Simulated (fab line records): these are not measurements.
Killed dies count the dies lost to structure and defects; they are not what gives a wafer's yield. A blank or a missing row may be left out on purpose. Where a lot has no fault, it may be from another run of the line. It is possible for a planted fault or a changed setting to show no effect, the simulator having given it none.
Chamber matching + flow n5-finfet + 4 sister chambers for N5_BEOL_M0_SAQP_MANDREL_ETCH_20 on rie-si-04
The step etches a-Si in HBr/Cl2, stops on SiNx, target depth 60 nm, bt time 10 s, time 30 s. 18 wafers are shown with their chamber, then 9 later ones without.

## WAFERS WITH THEIR CHAMBER
| wafer  | chamber | throttle-valve-pct (%) | he-backside-leak-sccm (sccm) | oes-product-au (a.u.) |
|--------|---------|------------------------|------------------------------|-----------------------|
| L074.1 | 3       | 35.6                   | 2.68                         | 0.752                 |
| L074.2 | 2       | 35.2                   | 2.91                         | 0.759                 |
| L074.5 | 3       | 35.6                   | 2.70                         | 0.761                 |
| L077.1 | 1       | 36.0                   | 3.01                         | 0.773                 |
| L077.4 | 0       | 35.5                   | 2.86                         | 0.774                 |
| L077.5 | 0       | 35.6                   | 2.96                         | 0.784                 |
| L080.1 | 0       | 35.6                   | 2.71                         | 0.774                 |
| L080.5 | 2       | 35.2                   | 2.90                         | 0.765                 |
| L080.6 | 3       | 35.6                   | 2.67                         | 0.770                 |
| L081.4 | 2       | 35.1                   | 2.70                         | 0.787                 |
| L081.5 | 3       | 35.6                   | 2.69                         | 0.765                 |
| L081.6 | 2       | 35.1                   | 2.69                         | 0.794                 |
| L082.2 | 1       | 36.0                   | 3.40                         | 0.775                 |
| L082.4 | 0       | 35.6                   | 2.69                         | 0.780                 |
| L082.5 | 0       | 35.5                   | 2.69                         | 0.783                 |
| L083.4 | 2       | 35.2                   | 2.79                         | 0.773                 |
| L083.5 | 1       | 36.0                   | 3.05                         | 0.784                 |
| L083.6 | 0       | 35.6                   | 3.05                         | 0.785                 |

SIGNATURES (means of the wafers above)
| reading               | chamber 0 | chamber 1 | chamber 2 | chamber 3 | scatter within a chamber |
|-----------------------|-----------|-----------|-----------|-----------|--------------------------|
| throttle-valve-pct    | 35.567    | 36.000    | 35.160    | 35.600    | 0.0425                   |
| he-backside-leak-sccm | 2.8267    | 3.1533    | 2.7980    | 2.6850    | 0.135                    |
| oes-product-au        | 0.78000   | 0.77733   | 0.77560   | 0.76200   | 0.00937                  |
Rule: for a wafer and a chamber, the distance is found by dividing, reading by reading, the gap between the wafer's reading and the chamber's mean by the reading's scatter, squaring, summing and taking the root. If the next closest chamber is less than 2 further off than the closest, the wafer can't be placed; otherwise it belongs to the closest. The scatter: take each reading less its chamber's mean, square it, sum over the shown wafers, divide by the number of wafers less the number of chambers, and take the root.

## WAFERS MISSING THEIR CHAMBER
| wafer  | throttle-valve-pct (%) | he-backside-leak-sccm (sccm) | oes-product-au (a.u.) |
|--------|------------------------|------------------------------|-----------------------|
| L085.2 | 35.5                   | 2.68                         | 0.772                 |
| L085.3 | 36.0                   | 2.94                         | 0.781                 |
| L085.5 | 35.1                   | 2.67                         | 0.784                 |
| L090.2 | 35.5                   | 2.90                         | 0.775                 |
| L090.4 | 35.6                   | 2.67                         | 0.765                 |
| L090.6 | 35.1                   | 2.82                         | 0.779                 |
| L092.2 | 36.0                   | 3.21                         | 0.785                 |
| L092.4 | 35.6                   | 2.61                         | 0.760                 |
| L092.6 | 35.5                   | 3.01                         | 0.785                 |

## WHICH CHAMBER EACH ONE RAN IN
| wafer  | from the rows above     | in truth |
|--------|-------------------------|----------|
| L085.2 | can't be placed: 0 or 3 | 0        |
| L085.3 | 1                       | 1        |
| L085.5 | 2                       | 2        |
| L090.2 | can't be placed: 0 or 3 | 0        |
| L090.4 | can't be placed: 3 or 0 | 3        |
| L090.6 | 2                       | 2        |
| L092.2 | 1                       | 1        |
| L092.4 | 3                       | 3        |
| L092.6 | 0                       | 0        |
Placed correctly: 6 of 9. Not placeable from these rows: 3 (in 3, the candidates include the true chamber). Number placed wrongly: 0.
